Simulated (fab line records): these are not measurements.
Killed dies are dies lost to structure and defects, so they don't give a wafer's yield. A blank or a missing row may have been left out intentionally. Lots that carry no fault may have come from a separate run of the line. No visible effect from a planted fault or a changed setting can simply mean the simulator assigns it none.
Chamber matching    flow nand-harc    NHARC_A_STAIRCASE_ETCHBACK_422 on rie-diel-10: 4 sister chambers
The step etches the open film in CH3F/O2, target depth 40 nm, time 74.286 s. 27 wafers are shown with their chamber, then 12 later ones without.

WAFERS, EACH WITH ITS CHAMBER
wafer   chamber  drypump-motor-current-A (A)  showerhead-plenum-p-Torr (Torr)  oes-product-au (a.u.)
L077.1  2        5.8                          2.42                             0.97
L077.2  3        6.2                          2.41                             0.97
L077.6  3        6.2                          2.41                             0.96
L078.2  3        6.2                          2.41                             1.01
L078.3  1        5.0                          2.49                             1.01
L078.6  3        6.2                          2.41                             1.00
L080.1  0        5.7                          2.39                             0.99
L080.2  1        5.0                          2.48                             1.01
L080.3  3        6.2                          2.41                             0.99
L079.2  3        6.2                          2.40                             0.98
L079.4  1        5.0                          2.48                             0.99
L079.5  1        5.1                          2.48                             1.00
L083.3  1        5.1                          2.48                             0.92
L083.4  2        5.7                          2.41                             0.92
L083.6  3        6.2                          2.40                             0.92
L084.4  0        5.7                          2.38                             0.98
L084.5  0        5.7                          2.38                             0.97
L084.6  3        6.2                          2.40                             0.98
L085.2  2        5.7                          2.40                             0.92
L085.5  3        6.2                          2.40                             0.92
L085.6  1        5.0                          2.48                             0.93
L089.2  2        5.7                          2.40                             0.93
L089.5  2        5.8                          2.40                             0.93
L089.6  3        6.2                          2.39                             0.91
L090.1  1        5.0                          2.47                             0.92
L090.2  2        5.7                          2.40                             0.92
L090.4  3        6.2                          2.39                             0.92

SIGNATURES, as means of the wafers listed above
reading                   chamber 0  chamber 1  chamber 2  chamber 3  scatter within a chamber
drypump-motor-current-A   5.700      5.029      5.733      6.200      0.0347
showerhead-plenum-p-Torr  2.3833     2.4800     2.4050     2.4027     0.00733
oes-product-au            0.9800     0.9686     0.9317     0.9600     0.0339
Rule: distance of a wafer from a chamber = root of the sum over the readings of ((wafer's reading minus chamber's mean) / reading's scatter) squared. The wafer belongs to the nearest chamber; if the next one is less than 2 further off, it can't be placed. How the scatter is found: for the shown wafers, subtract from each reading the mean of its chamber, square and add these, divide the total by (wafers less chambers), then take the root.

WAFERS WITHOUT THEIR CHAMBER
wafer   drypump-motor-current-A (A)  showerhead-plenum-p-Torr (Torr)  oes-product-au (a.u.)
L093.1  5.0                          2.47                             0.99
L093.2  5.7                          2.38                             1.00
L093.4  6.3                          2.39                             0.99
L094.3  5.7                          2.39                             0.91
L094.4  6.2                          2.39                             0.90
L094.6  6.2                          2.39                             0.91
L097.2  5.7                          2.39                             0.98
L097.3  6.2                          2.39                             0.99
L097.4  5.7                          2.37                             1.00
L096.2  5.1                          2.46                             0.99
L096.3  6.2                          2.39                             0.98
L096.6  5.7                          2.37                             0.99

EACH ONE'S CHAMBER
wafer   from the rows above      in truth
L093.1  1                        1
L093.2  0                        0
L093.4  3                        3
L094.3  can't be placed: 0 or 2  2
L094.4  3                        3
L094.6  3                        3
L097.2  can't be placed: 0 or 2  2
L097.3  3                        3
L097.4  0                        0
L096.2  1                        1
L096.3  3                        3
L096.6  0                        0
Correctly placed: 10 of 12. Not placeable from these rows: 2 (in 2, the candidates include the true chamber). Placed wrongly: 0.
